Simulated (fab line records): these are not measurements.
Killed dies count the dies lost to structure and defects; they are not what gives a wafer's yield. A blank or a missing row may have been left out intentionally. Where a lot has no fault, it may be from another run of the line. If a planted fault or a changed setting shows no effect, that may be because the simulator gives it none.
fab line records	flow nandHarc
[record] lots = 6	wafers = 18	lastDay = 34
route steps=1302 shown A_STAIRCASE@701 END@1302
lots untouched by any fault: they come from a run of this same line in which no faults occurred
startH: the number of hours between the record's first day and the start of the first shown wafer of the lot	waitH: how many hours have passed since the lot's step before this one	" repeats the value in the row above	L1.1+2: a single row standing in for several wafers	- no value, or no start was given	* or withheld: withheld	< > ~ a bound
route shown NAME@n: a module of which the file shows steps, and the number in the route of the first	usual: average and standard deviation across the fault-free wafers	same: alike in all rows	chamber/n: place in a boat	sites: per-site readings	_std_site: how widely they spread, as a standard deviation	_edge_site: the outer-site mean with the inner-site mean subtracted	radiusMm: how far each site lies from the wafer's centre	mask NAME#n: copy n	behind: tool/chamber where the wafer was last shaped	hold: why the lot went on hold/how many hours it stayed there/how the hold came to an end	device: transistor that didn't switch, given as n, p or np	end of line: the same wafers' tests at the end of the route	a step with no rows: only its recipe	killed: the dies lost at the first sort to structure and to defects; this is not the yield of the wafer	map: dies across one wafer; x = killed, . = not, _ = none there
set.NAME: setting as actually run; set.NAME@STEP: the setting as run at that earlier step	model.NAME: the simulator's own value behind a step, which no gauge read
lots at some steps of the route; a table a step, a row a wafer
services: the hour from which a tool's chamber was out of use, counted from the record's first day as startH (under 0 if before that day), plus the number of hours and why
[[steps]]
[step NHARC_A_STAIRCASE_TRIM_187]
[recipe] timeS = 211.2	o2FlowSccm = 500	arFlowSccm = 0	biasW = 0	chemistry = O2
[usual] drypumpMotorCurrentA = 5.63/0.3	oesProductAu = 1.001/0.0078	rfVppV = 57.7/0.84	showerheadPlenumPTorr = 3.52/0.16	throttleValvePct = 17.038/0.0088
lot.wafer	tool	chamber	startH	waitH	drypumpMotorCurrentA	oesProductAu	rfHoursCounterH	rfVppV	showerheadPlenumPTorr	throttleValvePct
L165.1	rieDiel-11	1	350.86	0.1	5.77	1.007	24	58.6	3.42	17.047
L165.4	"	2	"	"	5.83	1.014	24	57.3	3.28	17.046
L165.6	"	0	"	"	5.31	0.998	-	56.9	3.32	17.034
L175.1	rieDiel-02	3	455.98	0.3	5.27	1.007	17	57.0	3.59	17.054
L175.3	"	0	"	"	5.66	1.005	17	55.4	3.31	17.046
L175.5	"	2	"	"	6.03	1.012	-	56.3	3.41	17.033
L179.3	rieDiel-02	2	500.23	0.1	6.02	0.985	38	57.6	3.41	17.041
L179.1	"	0	"	"	5.63	1.011	31	56.6	3.30	17.048
L179.5	"	3	"	"	5.21	0.994	-	58.4	3.58	17.044
L180.2	rieDiel-02	1	500.90	0.1	5.77	1.005	36	56.8	3.73	17.048
L180.6	"	3	"	"	5.22	0.998	-	58.3	3.58	17.037
L180.5	"	0	"	"	5.64	1.002	-	58.2	3.30	17.044
L186.4	rieDiel-04	2	556.23	0.1	5.98	0.995	4	58.3	3.57	17.044
L186.6	"	1	"	"	5.74	1.002	-	57.8	3.60	17.037
L186.5	"	2	"	"	5.97	0.997	-	56.9	3.57	17.047
L188.4	rieDiel-02	3	594.90	0.1	5.23	0.991	5	57.0	3.57	17.031
L188.1	"	1	"	"	5.76	1.003	5	57.9	3.72	17.045
L188.5	"	0	"	"	5.64	1.000	-	58.3	3.29	17.044
[step NHARC_A_STAIRCASE_ETCH_188]
[recipe] targetDepthA = 1000	timeS = 40.5	ionEnergyEv = 400	c4f8FlowSccm = 20	o2FlowSccm = 10	arFlowSccm = withheld	rfW = 600	biasW = 1000	chemistry = C4F8/O2
[step NHARC_A_STAIRCASE_TRIM_189]
[recipe] timeS = 211.2	o2FlowSccm = 500	arFlowSccm = 0	biasW = 0	chemistry = O2
[usual] drypumpMotorCurrentA = 5.62/0.29	oesProductAu = 1.002/0.0077	rfVppV = 57.7/0.93	showerheadPlenumPTorr = 3.52/0.16	throttleValvePct = 17.037/0.0085
lot.wafer	tool	chamber	startH	waitH	drypumpMotorCurrentA	oesProductAu	rfHoursCounterH	rfVppV	showerheadPlenumPTorr	throttleValvePct
L165.1	rieDiel-11	2	-	-	5.83	1.001	24	58.2	3.28	17.041
L165.4	"	3	"	"	5.71	1.005	26	57.4	3.67	17.060
L165.6	"	1	"	"	5.75	1.004	-	58.2	3.42	17.053
L175.3	rieDiel-02	0	-	-	5.63	0.998	17	57.0	3.30	17.043
L175.1	"	2	"	"	6.03	1.000	23	57.1	3.41	17.036
L175.5	"	3	"	"	5.23	0.997	-	57.6	3.59	17.031
L179.3	rieDiel-02	3	-	-	5.24	0.983	33	58.6	3.58	17.047
L179.1	"	0	"	"	5.64	0.996	31	57.5	3.30	17.046
L179.5	"	0	"	"	5.66	0.998	-	55.9	3.30	17.032
L180.2	rieDiel-02	3	-	-	5.23	1.001	33	58.0	3.58	17.037
L180.5	"	0	"	"	5.62	1.011	-	56.4	3.30	17.041
L180.6	"	1	"	"	5.78	0.997	-	58.6	3.73	17.033
L186.4	rieDiel-04	0	-	-	5.63	1.001	6	56.7	3.62	17.043
L186.5	"	0	"	"	5.58	1.012	-	56.9	3.62	17.038
L186.6	"	1	"	"	5.71	1.003	-	58.7	3.60	17.028
L188.4	rieDiel-02	3	-	-	5.22	1.005	5	59.2	3.57	17.034
L188.1	"	0	"	"	5.61	1.005	5	56.5	3.29	17.022
L188.5	"	1	"	"	5.79	1.009	-	58.4	3.72	17.041
[step NHARC_A_STAIRCASE_ETCH_190]
[recipe] targetDepthA = 1000	timeS = 40.5	ionEnergyEv = 400	c4f8FlowSccm = 20	o2FlowSccm = 10	arFlowSccm = withheld	rfW = 600	biasW = 1000	chemistry = C4F8/O2
[step NHARC_A_STAIRCASE_TRIM_191]
[recipe] timeS = 211.2	o2FlowSccm = 500	arFlowSccm = 0	biasW = 0	chemistry = O2
[usual] drypumpMotorCurrentA = 5.6/0.31	oesProductAu = 1.001/0.0071	rfVppV = 57.8/0.89	showerheadPlenumPTorr = 3.53/0.15	throttleValvePct = 17.036/0.009
lot.wafer	tool	chamber	startH	waitH	drypumpMotorCurrentA	oesProductAu	rfHoursCounterH	rfVppV	showerheadPlenumPTorr	throttleValvePct
L165.4	rieDiel-11	2	-	-	5.8	0.998	24	55.9	3.28	17.023
L165.1	"	0	"	"	5.4	0.997	23	56.2	3.32	17.035
L165.6	"	3	"	"	5.7	1.000	-	60.6	3.67	17.038
L175.1	rieDiel-02	1	-	-	5.8	0.995	23	59.4	3.74	17.032
L175.3	"	3	"	"	5.2	1.002	17	57.5	3.59	17.031
L175.5	"	1	"	"	5.8	0.996	-	58.1	3.74	17.042
L179.3	rieDiel-02	1	-	-	5.8	0.989	36	59.1	3.73	17.049
L179.1	"	0	"	"	5.6	1.002	31	56.6	3.30	17.027
L179.5	"	2	"	"	6.0	0.986	-	56.2	3.41	17.039
L180.2	rieDiel-02	2	-	-	6.0	1.000	38	58.0	3.40	17.037
L180.6	"	2	"	"	6.0	0.995	-	57.6	3.40	17.018
L180.5	"	3	"	"	5.2	1.007	-	58.4	3.58	17.043
L186.4	rieDiel-04	1	-	-	5.7	1.001	6	58.4	3.60	17.046
L186.6	"	0	"	"	5.6	1.001	-	58.9	3.62	17.046
L186.5	"	1	"	"	5.7	1.001	-	57.5	3.60	17.031
L188.1	rieDiel-02	0	-	-	5.6	1.001	6	57.2	3.29	17.027
L188.4	"	1	"	"	5.8	0.994	6	58.0	3.72	17.040
L188.5	"	2	"	"	6.0	0.995	-	57.5	3.39	17.026
[step NHARC_A_STAIRCASE_ETCH_192]
[recipe] targetDepthA = 1000	timeS = 40.5	ionEnergyEv = 400	c4f8FlowSccm = 20	o2FlowSccm = 10	arFlowSccm = withheld	rfW = 600	biasW = 1000	chemistry = C4F8/O2
[step NHARC_A_STAIRCASE_TRIM_193]
[recipe] timeS = 211.2	o2FlowSccm = 500	arFlowSccm = 0	biasW = 0	chemistry = O2
[step NHARC_A_STAIRCASE_ETCH_194]
[recipe] targetDepthA = 1000	timeS = 40.5	ionEnergyEv = 400	c4f8FlowSccm = 20	o2FlowSccm = 10	arFlowSccm = withheld	rfW = 600	biasW = 1000	chemistry = C4F8/O2
[step NHARC_A_STAIRCASE_TRIM_196]
[recipe] timeS = 211.2	o2FlowSccm = 500	arFlowSccm = 0	biasW = 0	chemistry = O2
[step NHARC_A_STAIRCASE_ETCH_197]
[recipe] targetDepthA = 1000	timeS = 40.5	ionEnergyEv = 400	c4f8FlowSccm = 20	o2FlowSccm = 10	arFlowSccm = withheld	rfW = 600	biasW = 1000	chemistry = C4F8/O2
[usual] biasW = 1000/3.1	chamberPressureMTorr = 25.000/0.025	oesProductAu = 0.955/0.017	rfVppV = 896/5.2
lot.wafer	tool	chamber	startH	waitH	biasW	chamberPressureMTorr	oesProductAu	rfHoursCounterH	rfVppV
L165.1	rieDiel-11	0	-	-	1006	25.010	0.942	24	888
L165.4	"	2	"	"	996	25.022	0.953	24	887
L165.6	"	0	"	"	1003	25.048	0.949	-	888
L175.3	rieDiel-02	2	-	-	999	24.982	0.940	23	892
L175.1	"	3	"	"	1001	24.984	0.949	18	897
L175.5	"	2	"	"	997	25.002	0.945	-	890
L179.3	rieDiel-11	0	-	-	992	25.032	0.965	23	889
L179.1	"	3	"	"	1000	24.991	0.967	19	900
L179.5	"	3	"	"	999	25.003	0.959	-	901
L180.2	rieDiel-04	0	-	-	997	24.986	0.966	45	899
L180.6	"	0	"	"	994	24.971	0.968	-	900
L180.5	"	1	"	"	1001	25.013	0.959	-	898
L186.4	rieDiel-02	0	-	-	1001	24.995	0.982	45	887
L186.5	"	0	"	"	999	24.998	0.989	-	888
L186.6	"	1	"	"	1003	25.013	0.951	-	902
L188.4	rieDiel-02	1	-	-	999	24.976	0.936	6	902
L188.1	"	3	"	"	1008	25.012	0.934	6	899
L188.5	"	1	"	"	1002	24.977	0.927	-	902
[step NHARC_A_STAIRCASE_TRIM_198]
[recipe] timeS = 211.2	o2FlowSccm = 500	arFlowSccm = 0	biasW = 0	chemistry = O2
[step NHARC_A_STAIRCASE_ETCH_199]
[recipe] targetDepthA = 1000	timeS = 40.5	ionEnergyEv = 400	c4f8FlowSccm = 20	o2FlowSccm = 10	arFlowSccm = withheld	rfW = 600	biasW = 1000	chemistry = C4F8/O2
[usual] biasW = 1000.2/2.7	chamberPressureMTorr = 25.001/0.022	oesProductAu = 0.949/0.011	rfVppV = 896/5.3
lot.wafer	tool	chamber	startH	waitH	biasW	chamberPressureMTorr	oesProductAu	rfHoursCounterH	rfVppV
L165.1	rieDiel-11	3	352.29	-	997.9	24.972	0.958	26	903
L165.4	"	2	"	"	998.5	25.038	0.945	24	886
L165.6	"	3	"	"	1000.6	24.999	0.953	-	902
L175.1	rieDiel-02	3	457.51	-	999.1	24.994	0.945	18	898
L175.3	"	0	"	"	999.9	24.991	0.941	17	888
L175.5	"	2	"	"	994.9	24.987	0.955	-	893
L179.1	rieDiel-11	3	502.31	-	-	-	-	-	-
L179.3	"	0	"	"	-	-	-	-	-
L179.5	"	1	"	"	-	-	-	-	-
L180.2	rieDiel-04	2	503.26	-	-	-	-	-	-
L180.5	"	0	"	"	-	-	-	-	-
L180.6	"	1	"	"	-	-	-	-	-
L186.4	rieDiel-02	3	557.67	-	999.2	24.957	0.949	45	896
L186.5	"	3	"	"	997.5	25.031	0.950	-	898
L186.6	"	0	"	"	1006.1	24.987	0.963	-	887
L188.4	rieDiel-02	0	596.56	-	1003.3	24.987	0.942	6	886
L188.1	"	1	"	"	999.6	24.973	0.933	6	902
L188.5	"	3	"	"	1004.7	24.968	0.940	-	898
[step NHARC_A_STAIRCASE_TRIM_200]
[recipe] timeS = 211.2	o2FlowSccm = 500	arFlowSccm = 0	biasW = 0	chemistry = O2
[usual] drypumpMotorCurrentA = 5.6/0.31	oesProductAu = 1.002/0.007	rfVppV = 57.7/0.87	showerheadPlenumPTorr = 3.52/0.15	throttleValvePct = 17.036/0.0088
lot.wafer	tool	chamber	startH	waitH	drypumpMotorCurrentA	oesProductAu	rfHoursCounterH	rfVppV	showerheadPlenumPTorr	throttleValvePct
L165.4	rieDiel-11	1	-	-	5.7	1.018	24	56.4	3.42	17.034
L165.1	"	0	"	"	5.3	1.010	24	57.1	3.32	17.040
L165.6	"	1	"	"	5.8	1.007	-	57.2	3.42	17.024
L175.1	rieDiel-02	1	-	-	5.7	1.009	23	58.7	3.74	17.043
L175.3	"	2	"	"	6.0	1.000	23	56.9	3.41	17.034
L175.5	"	0	"	"	5.6	1.007	-	57.1	3.30	17.028
L179.3	rieDiel-11	0	-	-	5.3	0.999	23	56.0	3.30	17.038
L179.1	"	3	"	"	5.7	1.012	20	57.5	3.64	17.036
L179.5	"	3	"	"	5.7	1.013	-	57.0	3.64	17.041
L180.2	rieDiel-04	0	-	-	5.6	0.999	45	59.1	3.63	17.034
L180.5	"	3	"	"	5.0	0.990	-	59.2	3.45	17.046
L180.6	"	0	"	"	5.6	0.999	-	57.0	3.63	17.034
L186.4	rieDiel-02	0	-	-	5.6	1.014	45	58.1	3.29	17.056
L186.5	"	0	"	"	5.6	1.011	-	56.8	3.29	17.040
L186.6	"	1	"	"	5.8	0.994	-	57.7	3.72	17.031
L188.4	rieDiel-02	3	-	-	5.2	1.000	6	57.8	3.57	17.049
L188.1	"	1	"	"	5.7	1.002	6	58.5	3.72	17.034
L188.5	"	3	"	"	5.2	1.001	-	58.4	3.57	17.045
[step NHARC_END_SORT_01]
[recipe] tempC = 25
[usual] killedAtArray = 62/16	killedAtOther = 0.8/1.1	killedAtPeriphery = 4/3.2	killedDies = 67/16	killedOpen = 3.5/1.9	killedShort = 2.1/1.5
[same] grossDies = 677
lot.wafer	tool	chamber	startH	waitH	hold	killedAtArray	killedAtOther	killedAtPeriphery	killedDies	killedOpen	killedShort
L165.1	prober-02	0	559.98	2.5	-	64	2	0	66	5	2
L165.4	prober-02	0	562.39	3.4	-	59	1	2	62	1	1
L165.6	prober-02	0	564.00	4.0	-	57	0	1	58	2	1
L175.1	prober-02	0	649.21	2.5	-	60	1	4	65	3	0
L175.3	prober-02	0	650.84	3.1	-	45	2	4	51	4	2
L175.5	prober-02	0	652.47	3.8	-	46	4	2	52	5	1
L179.1	prober-01	0	698.04	2.5	awaitDispo/4.0h/scrap	674	2	1	677	2	1
L179.3	prober-01	0	699.64	3.1	awaitDispo/4.0h/scrap	672	3	2	677	6	2
L179.5	prober-01	0	701.23	3.7	awaitDispo/4.0h/scrap	673	0	4	677	4	0
L180.2	prober-02	0	698.81	2.8	awaitDispo/2.3h/scrap	673	0	4	677	3	3
L180.5	prober-02	0	701.17	3.6	awaitDispo/2.3h/scrap	675	0	2	677	4	0
L180.6	prober-02	0	701.96	3.9	awaitDispo/2.3h/scrap	672	0	5	677	5	2
L186.4	prober-02	0	750.76	3.4	-	58	0	7	65	3	0
L186.5	prober-02	0	751.56	3.7	-	58	0	8	66	8	3
L186.6	prober-02	0	752.36	4.0	-	59	2	0	61	5	1
L188.1	prober-01	0	805.77	2.5	-	69	2	3	74	2	1
L188.4	prober-01	0	808.18	3.4	-	69	1	3	73	7	1
L188.5	prober-01	0	808.98	3.7	-	56	3	5	64	2	4
// killed by level:class
L165.1 A_CHANNEL_HOLE_D2:chamberFilmFlake=34 A_CHANNEL_HOLE_D1:chamberFilmFlake=5 A_WL_FILL:chamberFilmFlake=5 A_DECK1_JOINT:chamberFilmFlake=4 A_CONTACT:chamberFilmFlake=4 A_STAIRCASE:chamberFilmFlake=3 A_BLC:chamberFilmFlake=2 A_CHANNEL_FILL_D1:geometricParticle:open=1
L165.4 A_CHANNEL_HOLE_D2:chamberFilmFlake=38 A_WL_FILL:chamberFilmFlake=6 A_CONTACT:chamberFilmFlake=6 A_STAIRCASE:chamberFilmFlake=3 A_CHANNEL_HOLE_D1:chamberFilmFlake=2 A_DECK1_JOINT:geometricParticle:short=1 A_CONTACT:geometricParticle:open=1 P_ZERO_WELL:chamberFilmFlake=1
L165.6 A_CHANNEL_HOLE_D2:chamberFilmFlake=33 A_CONTACT:chamberFilmFlake=6 A_STAIRCASE:chamberFilmFlake=4 A_WL_FILL:chamberFilmFlake=4 A_ZERO_WELL:chamberFilmFlake=2 A_DECK1_JOINT:chamberFilmFlake=2 A_BLC:chamberFilmFlake=2 A_CHANNEL_FILL_D1:geometricParticle:open=1
L175.1 A_SLIT:chamberFilmFlake=31 A_CHANNEL_HOLE_D2:chamberFilmFlake=16 A_CHANNEL_HOLE_D1:chamberFilmFlake=6 A_CONTACT:chamberFilmFlake=3 A_ONON_D2:geometricParticle:open=2 P_GATE:chamberFilmFlake=2 P_M1:geometricParticle:open=1 P_ZERO_WELL:chamberFilmFlake=1
L175.3 A_SLIT:chamberFilmFlake=23 A_CHANNEL_HOLE_D2:chamberFilmFlake=8 A_CHANNEL_HOLE_D1:chamberFilmFlake=5 P_STI:chamberFilmFlake=2 THIN_TSV:chamberFilmFlake=2 A_CHANNEL_HOLE_D1:geometricParticle:short=1 A_CHANNEL_FILL_D1:geometricParticle:open=1 A_CHANNEL_FILL_D1:geometricParticle:short=1
L175.5 A_SLIT:chamberFilmFlake=27 A_CHANNEL_HOLE_D2:chamberFilmFlake=8 THIN_TSV:chamberFilmFlake=4 A_CONTACT:chamberFilmFlake=3 A_M0:geometricParticle:open=2 P_CONTACT:geometricParticle:open=1 A_ONON_D1:geometricParticle:open=1 A_DECK1_JOINT:geometricParticle:short=1
L179.1 A_STAIRCASE:areaEtch=612 A_SLIT:chamberFilmFlake=26 A_CHANNEL_HOLE_D2:chamberFilmFlake=15 A_CONTACT:chamberFilmFlake=8 A_STAIRCASE:chamberFilmFlake=4 A_CHANNEL_HOLE_D1:chamberFilmFlake=3 THIN_TSV:chamberFilmFlake=2 A_ONON_D2:geometricParticle:short=1
L180.2 A_STAIRCASE:areaEtch=627 A_CHANNEL_HOLE_D1:chamberFilmFlake=26 A_SLIT:chamberFilmFlake=4 A_CONTACT:chamberFilmFlake=4 P_GATE:chamberFilmFlake=3 A_ONON_D2:geometricParticle:short=2 A_DECK1_JOINT:chamberFilmFlake=2 A_STAIRCASE:chamberFilmFlake=2
L179.3 A_STAIRCASE:areaEtch=618 A_SLIT:chamberFilmFlake=27 A_CHANNEL_HOLE_D2:chamberFilmFlake=11 A_CONTACT:chamberFilmFlake=6 A_CHANNEL_HOLE_D1:chamberFilmFlake=3 THIN_TSV:chamberFilmFlake=3 P_M1:geometricParticle:open=1 A_ONON_D1:geometricParticle:open=1
L180.5 A_STAIRCASE:areaEtch=620 A_CHANNEL_HOLE_D1:chamberFilmFlake=37 A_CONTACT:chamberFilmFlake=5 A_SLIT:chamberFilmFlake=3 P_GATE:chamberFilmFlake=2 A_CHANNEL_FILL_D1:chamberFilmFlake=2 A_STAIRCASE:chamberFilmFlake=2 A_WL_FILL:chamberFilmFlake=2
L179.5 A_STAIRCASE:areaEtch=615 A_CHANNEL_HOLE_D2:chamberFilmFlake=21 A_SLIT:chamberFilmFlake=20 A_CHANNEL_HOLE_D1:chamberFilmFlake=5 A_CONTACT:chamberFilmFlake=4 A_ONON_D2:geometricParticle:open=2 A_STAIRCASE:chamberFilmFlake=2 A_WL_FILL:chamberFilmFlake=2
L180.6 A_STAIRCASE:areaEtch=606 A_CHANNEL_HOLE_D1:chamberFilmFlake=42 A_CONTACT:chamberFilmFlake=10 A_SLIT:chamberFilmFlake=4 A_DECK1_JOINT:chamberFilmFlake=2 A_STAIRCASE:chamberFilmFlake=2 P_GATE:geometricParticle:open=1 P_M0:geometricParticle:open=1
L186.4 A_CHANNEL_HOLE_D2:chamberFilmFlake=28 A_CHANNEL_HOLE_D1:chamberFilmFlake=14 P_GATE:chamberFilmFlake=5 A_STAIRCASE:chamberFilmFlake=5 A_SLIT:chamberFilmFlake=4 A_M1:chamberFilmFlake=2 A_CHANNEL_FILL_D1:geometricParticle:open=1 A_DECK1_JOINT:geometricParticle:open=1
L186.5 A_CHANNEL_HOLE_D2:chamberFilmFlake=15 A_CHANNEL_HOLE_D1:chamberFilmFlake=11 A_STAIRCASE:chamberFilmFlake=7 P_GATE:chamberFilmFlake=6 A_SLIT:chamberFilmFlake=6 A_ZERO_WELL:chamberFilmFlake=3 A_M1:chamberFilmFlake=3 A_WL_FILL:geometricParticle:short=2
L186.6 A_CHANNEL_HOLE_D2:chamberFilmFlake=27 A_CHANNEL_HOLE_D1:chamberFilmFlake=9 A_CONTACT:chamberFilmFlake=6 A_SLIT:chamberFilmFlake=5 A_STAIRCASE:chamberFilmFlake=3 A_CHANNEL_FILL_D1:chamberFilmFlake=2 THIN_TSV:chamberFilmFlake=2 A_CHANNEL_FILL_D1:geometricParticle:open=1
L188.1 A_SLIT:chamberFilmFlake=31 A_CHANNEL_HOLE_D1:chamberFilmFlake=28 A_WL_FILL:chamberFilmFlake=5 P_BONDPAD:chamberFilmFlake=2 A_CHANNEL_HOLE_D2:chamberFilmFlake=2 A_DECK1_JOINT:geometricParticle:open=1 A_M0:geometricParticle:open=1 P_ZERO_WELL:chamberFilmFlake=1
L188.4 A_SLIT:chamberFilmFlake=29 A_CHANNEL_HOLE_D1:chamberFilmFlake=21 A_CONTACT:chamberFilmFlake=4 A_DECK1_JOINT:geometricParticle:open=3 A_STAIRCASE:chamberFilmFlake=3 A_WL_FILL:chamberFilmFlake=3 A_ONON_D2:geometricParticle:open=2 A_CHANNEL_HOLE_D2:chamberFilmFlake=2
L188.5 A_SLIT:chamberFilmFlake=21 A_CHANNEL_HOLE_D1:chamberFilmFlake=19 A_CONTACT:chamberFilmFlake=5 P_GATE:chamberFilmFlake=3 A_CHANNEL_HOLE_D2:chamberFilmFlake=3 A_WL_FILL:chamberFilmFlake=2 THIN_TSV:chamberFilmFlake=2 P_STI:geometricParticle:open=1
// map L179.1 (x killed, . not)
____________x____________
_________xxxxxxx_________
_______xxxxxxxxxxx_______
______xxxxxxxxxxxxx______
_____xxxxxxxxxxxxxxx_____
____xxxxxxxxxxxxxxxxx____
____xxxxxxxxxxxxxxxxx____
___xxxxxxxxxxxxxxxxxxx___
___xxxxxxxxxxxxxxxxxxx___
__xxxxxxxxxxxxxxxxxxxxx__
__xxxxxxxxxxxxxxxxxxxxx__
_xxxxxxxxxxxxxxxxxxxxxxx_
_xxxxxxxxxxxxxxxxxxxxxxx_
_xxxxxxxxxxxxxxxxxxxxxxx_
_xxxxxxxxxxxxxxxxxxxxxxx_
_xxxxxxxxxxxxxxxxxxxxxxx_
xxxxxxxxxxxxxxxxxxxxxxxxx
xxxxxxxxxxxxxxxxxxxxxxxxx
xxxxxxxxxxxxxxxxxxxxxxxxx
xxxxxxxxxxxxxxxxxxxxxxxxx
xxxxxxxxxxxxxxxxxxxxxxxxx
_xxxxxxxxxxxxxxxxxxxxxxx_
_xxxxxxxxxxxxxxxxxxxxxxx_
_xxxxxxxxxxxxxxxxxxxxxxx_
_xxxxxxxxxxxxxxxxxxxxxxx_
_xxxxxxxxxxxxxxxxxxxxxxx_
__xxxxxxxxxxxxxxxxxxxxx__
__xxxxxxxxxxxxxxxxxxxxx__
___xxxxxxxxxxxxxxxxxxx___
___xxxxxxxxxxxxxxxxxxx___
____xxxxxxxxxxxxxxxxx____
____xxxxxxxxxxxxxxxxx____
_____xxxxxxxxxxxxxxx_____
______xxxxxxxxxxxxx______
_______xxxxxxxxxxx_______
_________xxxxxxx_________
____________x____________
// map L180.2 (x killed, . not)
____________x____________
_________xxxxxxx_________
_______xxxxxxxxxxx_______
______xxxxxxxxxxxxx______
_____xxxxxxxxxxxxxxx_____
____xxxxxxxxxxxxxxxxx____
____xxxxxxxxxxxxxxxxx____
___xxxxxxxxxxxxxxxxxxx___
___xxxxxxxxxxxxxxxxxxx___
__xxxxxxxxxxxxxxxxxxxxx__
__xxxxxxxxxxxxxxxxxxxxx__
_xxxxxxxxxxxxxxxxxxxxxxx_
_xxxxxxxxxxxxxxxxxxxxxxx_
_xxxxxxxxxxxxxxxxxxxxxxx_
_xxxxxxxxxxxxxxxxxxxxxxx_
_xxxxxxxxxxxxxxxxxxxxxxx_
xxxxxxxxxxxxxxxxxxxxxxxxx
xxxxxxxxxxxxxxxxxxxxxxxxx
xxxxxxxxxxxxxxxxxxxxxxxxx
xxxxxxxxxxxxxxxxxxxxxxxxx
xxxxxxxxxxxxxxxxxxxxxxxxx
_xxxxxxxxxxxxxxxxxxxxxxx_
_xxxxxxxxxxxxxxxxxxxxxxx_
_xxxxxxxxxxxxxxxxxxxxxxx_
_xxxxxxxxxxxxxxxxxxxxxxx_
_xxxxxxxxxxxxxxxxxxxxxxx_
__xxxxxxxxxxxxxxxxxxxxx__
__xxxxxxxxxxxxxxxxxxxxx__
___xxxxxxxxxxxxxxxxxxx___
___xxxxxxxxxxxxxxxxxxx___
____xxxxxxxxxxxxxxxxx____
____xxxxxxxxxxxxxxxxx____
_____xxxxxxxxxxxxxxx_____
______xxxxxxxxxxxxx______
_______xxxxxxxxxxx_______
_________xxxxxxx_________
____________x____________
[[services]]
tool	chamber	startH	hours	kind
rieDiel-11	2	329.85	5.9	repair
rieDiel-02	2	337.12	14.5	repair
rieDiel-02	1	345.74	9.2	repair
rieDiel-02	0	348.83	-	clean
rieDiel-02	3	348.83	-	clean
rieDiel-04	-	354.90	9.0	pm
rieDiel-02	0	373.33	-	clean
rieDiel-02	1	373.33	-	clean
rieDiel-02	2	373.33	-	clean
rieDiel-02	3	373.33	-	clean
rieDiel-02	-	393.85	9.0	pm
rieDiel-02	0	393.85	9.0	ventCycle
rieDiel-02	1	393.85	9.0	ventCycle
rieDiel-02	2	393.85	9.0	ventCycle
rieDiel-11	-	435.05	9.0	pm
rieDiel-11	3	472.03	2.5	repair
rieDiel-11	2	475.80	1.7	repair
rieDiel-11	1	479.93	1.9	repair
rieDiel-11	2	499.34	4.3	repair
rieDiel-02	0	528.43	4.4	repair
rieDiel-04	-	531.90	9.0	pm
rieDiel-02	0	548.83	3.4	repair
rieDiel-02	-	573.09	9.0	pm
rieDiel-11	1	593.13	14.8	repair
[[key]]
[firstSign] step = NHARC_A_STAIRCASE_ETCH_199	reading = toolRecord	direction = missing
[effect] step = NHARC_END_SORT_01	reading = killedAtArray	direction = up	sigmas = 38	usual = 62	struck = 673
[moreKillsBornAt] NHARC_A_STAIRCASE_ETCH_199@rieDiel-04 = 1852	NHARC_A_STAIRCASE_ETCH_199@rieDiel-11 = 1845
metAt NHARC_A_STAIRCASE_ETCH_199
struckWafers L179.1,L179.3,L179.5,L180.2,L180.5,L180.6
laterRowsLeftOut L179.1,L179.3,L179.5,L180.2,L180.5,L180.6
testerLeftOut L179,L180
onsetBetween 352.29 502.31
[fault] kind = skippedStepWhole	tool = rieDiel-04,rieDiel-11	chamber = -	onsetH = 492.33	steps = NHARC_A_STAIRCASE_ETCH_199	scope = struckLotsOnly
// testerLeftOut: of these lots the tester's yield and bins aren't shown, on N5 and GAA mostly nor the transistor test; their killed dies are dies lost to structure and defects alone, not to doping, threshold or leakage, so they don't give the yield
// laterRowsLeftOut: the simulator's readings of these wafers behind a module that went badly wrong aren't trusted and aren't shown, but for the sort
